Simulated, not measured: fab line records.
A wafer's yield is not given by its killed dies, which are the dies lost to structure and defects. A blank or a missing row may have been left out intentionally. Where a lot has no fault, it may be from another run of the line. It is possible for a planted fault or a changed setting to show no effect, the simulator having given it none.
A lot that was struck, set against a sound lot :: flow nand harc :: 14 steps out of a route of 1159
Sound: wafers L873.1, L873.3, L873.5. The struck wafers were L876.2, L876.3, L876.6. The cause is given at the end.
Each step with rows lists, per side, the tool, then ch with its chambers, then its first start. Under that, the readings that differ: sound wafers :: struck wafers :: difference of the means :: sigmas: that difference in standard deviations of wafers without a fault.
alike: readings whose means differ by less than 2 such deviations, and words and numbers that are the same on both sides. not compared: withheld readings, readings that some wafer has no value for, bounds like >300 that may hide the same value, and numbers for which the record gives no deviation and whose values overlap.
Wherever a step has rows on one side only, a row that says differs or no value, or a row with sigmas, the two part there. Numbers that don't overlap but have no deviation are shown without sigmas and don't part them. A reading that every wafer of one side lacks parts them only if that side has two wafers or more.

first, 9 steps without rows for these wafers: NHARC_P_GATE_SRD_100; NHARC_P_GATE_DEHYDRATE_38 (time 120 s); NHARC_P_GATE_HMDS_39 (time 30 s); NHARC_P_GATE_COAT_40; NHARC_P_GATE_SOFTBAKE_41 (time 95 s); NHARC_P_GATE_EBR_42; NHARC_P_GATE_EXPOSE_43 (exposes mask P NSD, target cd 720 nm); NHARC_P_GATE_PEB_44 (peb time 85 s); NHARC_P_GATE_DEVELOP_45 (time 70 s).
NHARC_P_GATE_CD_MEAS_46: the cd target is 720 nm.
  sound on cd sem-03 ch 0, day 6 07:54; struck on cd sem-02 ch 0, day 7 10:53
  alike: cd nm
then, 1 step without rows for these wafers: NHARC_P_GATE_HARDBAKE_47 (time 80 s).
NHARC_P_GATE_DESCUM_48: chemistry O2, time 3 s.
  sound on rie diel-10 ch 0,1,2, day 6 08:04; struck on rie diel-10 ch 0,3, day 7 11:03
  alike: drypump motor current A, o2 flow sccm, oes product au, rf vpp V, showerhead plenum p Torr, throttle valve pct
  not compared: rf hours counter h
NHARC_P_GATE_IMPLANT_49:
  sound on implanter-01 ch 0, day 6 08:14; struck on implanter-02, day 7 11:14
  no value came back on the struck wafers for beam energy keV, beam on s (s), tilt deg (degrees); on the sound wafers beam energy keV reads 30.009 29.996 30.012
NHARC_P_GATE_STRIP_111: strips in N2/H2, time 250 s.
  sound on plasma asher-02 ch 0,1, day 6 08:27; struck on plasma asher-02 ch 0,1, day 7 11:28
  alike: drypump motor current A, heater power w
  not compared: rf hours counter h

WHERE THEY PART
Within this record, at NHARC_P_GATE_IMPLANT_49 only. Later steps at which nothing parts them and some readings are alike: NHARC_P_GATE_STRIP_111.

WHY: what had been put in by the simulator
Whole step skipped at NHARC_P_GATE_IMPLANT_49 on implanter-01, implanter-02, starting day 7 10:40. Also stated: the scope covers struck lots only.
